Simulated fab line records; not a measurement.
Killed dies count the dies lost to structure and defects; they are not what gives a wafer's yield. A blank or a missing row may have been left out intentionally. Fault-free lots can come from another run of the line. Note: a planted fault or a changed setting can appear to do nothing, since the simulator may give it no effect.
Matching of chambers | flow n5Finfet | N5_SD_EPI_N_ETCH_34 on rieDiel-03: 4 sister chambers
The step etches SiARC in CF4, target depth 45.5 nm, time 75.8 s. 8 wafers are shown with their chamber, then 7 later ones without.

== WAFERS PAIRED WITH THEIR CHAMBERS ==
wafer  | chamber | showerheadPlenumPTorr (Torr) | throttleValvePct (%)
L074.1 | 2       | 2.08                         | 15.58
L077.1 | 2       | 2.07                         | 15.57
L080.2 | 3       | 2.19                         | 15.40
L084.1 | 0       | 2.21                         | 15.96
L084.3 | 3       | 2.19                         | 15.42
L084.4 | 1       | 2.05                         | 15.86
L086.1 | 1       | 2.05                         | 15.88
L086.2 | 0       | 2.21                         | 15.97

== WAFERS WITHOUT THEIR CHAMBER ==
wafer  | showerheadPlenumPTorr (Torr) | throttleValvePct (%)
L086.5 | 2.07                         | 15.62
L089.2 | 2.05                         | 15.87
L089.4 | 2.18                         | 15.44
L089.6 | 2.21                         | 16.00
L091.2 | 2.04                         | 15.88
L091.4 | 2.05                         | 15.88
L091.6 | 2.21                         | 16.00

== WHICH CHAMBER EACH ONE RAN IN ==
wafer  | from the rows above | in truth
L086.5 | 2                   | 2
L089.2 | 1                   | 1
L089.4 | 3                   | 3
L089.6 | 0                   | 0
L091.2 | 1                   | 1
L091.4 | 1                   | 1
L091.6 | 0                   | 0
Placed correctly: 7 of 7. From these rows, 0 cannot be placed. Number placed wrongly: 0.
How it was worked out, from the rows above alone: a wafer's distance from a chamber is the root of the sum, over the readings, of the square of ((its reading less the chamber's mean) divided by the reading's scatter). If the next closest chamber is less than 2 further off than the closest, the wafer can't be placed; otherwise it belongs to the closest. A chamber's mean is the mean of its shown wafers. How the scatter is found: for the shown wafers, subtract from each reading the mean of its chamber, square and add these, divide the total by (wafers less chambers), then take the root.
